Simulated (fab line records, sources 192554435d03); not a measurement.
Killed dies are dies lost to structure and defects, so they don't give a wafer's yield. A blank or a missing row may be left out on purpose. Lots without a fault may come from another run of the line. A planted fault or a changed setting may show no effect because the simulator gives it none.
Chamber matching | flow n5_finfet | N5_SDB_DESCUM_16 on rie_diel-02: 4 sister chambers
The step chemistry O2, time 7.9 s. 22 wafers are shown with their chamber, then 11 later ones without.

WAFERS WITH THEIR CHAMBER
wafer  | chamber | showerhead_plenum_p_Torr (Torr) | drypump_motor_current_A (A) | rf_vpp_V (V)
L074.2 | 3       | 2.14                            | 5.7                         | 244.0
L074.3 | 2       | 2.22                            | 6.2                         | 244.6
L074.6 | 0       | 2.00                            | 5.8                         | 242.1
L079.1 | 3       | 2.14                            | 5.6                         | 243.1
L079.2 | 1       | 2.13                            | 5.2                         | 242.6
L079.5 | 3       | 2.14                            | 5.7                         | 242.4
L083.1 | 1       | 2.13                            | 5.3                         | 244.4
L083.3 | 0       | 2.00                            | 5.8                         | 242.2
L083.5 | 2       | 2.22                            | 6.2                         | 244.6
L084.3 | 1       | 2.13                            | 5.2                         | 242.2
L084.4 | 1       | 2.13                            | 5.2                         | 244.1
L084.6 | 0       | 2.00                            | 5.8                         | 242.3
L085.3 | 2       | 2.22                            | 6.2                         | 245.1
L085.5 | 0       | 2.00                            | 5.8                         | 242.9
L085.6 | 2       | 2.22                            | 6.2                         | 246.0
L086.1 | 0       | 2.00                            | 5.8                         | 241.7
L086.3 | 1       | 2.13                            | 5.3                         | 243.1
L086.4 | 3       | 2.14                            | 5.6                         | 244.2
L091.3 | 2       | 2.21                            | 6.2                         | 245.8
L091.5 | 1       | 2.12                            | 5.2                         | 245.2
L091.6 | 2       | 2.21                            | 6.2                         | 244.0
L093.2 | 0       | 1.99                            | 5.8                         | 241.4

SIGNATURES (means of the wafers above)
reading                  | chamber 0 | chamber 1 | chamber 2 | chamber 3 | scatter within a chamber
showerhead_plenum_p_Torr | 1.9983    | 2.1283    | 2.2167    | 2.1400    | 0.00408
drypump_motor_current_A  | 5.800     | 5.233     | 6.200     | 5.650     | 0.036
rf_vpp_V                 | 242.100   | 243.600   | 245.017   | 243.425   | 0.852
Rule: a wafer's distance from a chamber is the root of the sum, over the readings, of the square of ((its reading less the chamber's mean) divided by the reading's scatter). The wafer belongs to the nearest chamber; if the next one is less than 2 further off, it can't be placed. The scatter: the root of (the sum of the squares of (reading less its chamber's mean) over the shown wafers, divided by (wafers less chambers)).

WAFERS WITHOUT THEIR CHAMBER
wafer  | showerhead_plenum_p_Torr (Torr) | drypump_motor_current_A (A) | rf_vpp_V (V)
L093.4 | 2.12                            | 5.3                         | 244.9
L093.6 | 2.12                            | 5.2                         | 243.9
L092.1 | 2.13                            | 5.7                         | 243.3
L092.2 | 2.12                            | 5.3                         | 243.3
L092.3 | 2.21                            | 6.2                         | 245.5
L094.3 | 2.12                            | 5.3                         | 245.0
L094.5 | 2.21                            | 6.2                         | 246.1
L094.6 | 2.12                            | 5.3                         | 243.4
L097.1 | 2.13                            | 5.7                         | 244.7
L097.3 | 2.12                            | 5.2                         | 243.1
L097.6 | 1.99                            | 5.8                         | 241.0

WHICH CHAMBER EACH WENT THROUGH
wafer  | from the rows above | in truth
L093.4 | 1                   | 1
L093.6 | 1                   | 1
L092.1 | 3                   | 3
L092.2 | 1                   | 1
L092.3 | 2                   | 2
L094.3 | 1                   | 1
L094.5 | 2                   | 2
L094.6 | 1                   | 1
L097.1 | 3                   | 3
L097.3 | 1                   | 1
L097.6 | 0                   | 0
Placed correctly: 11 of 11. Can't be placed from these rows: 0. Placed wrongly: 0.
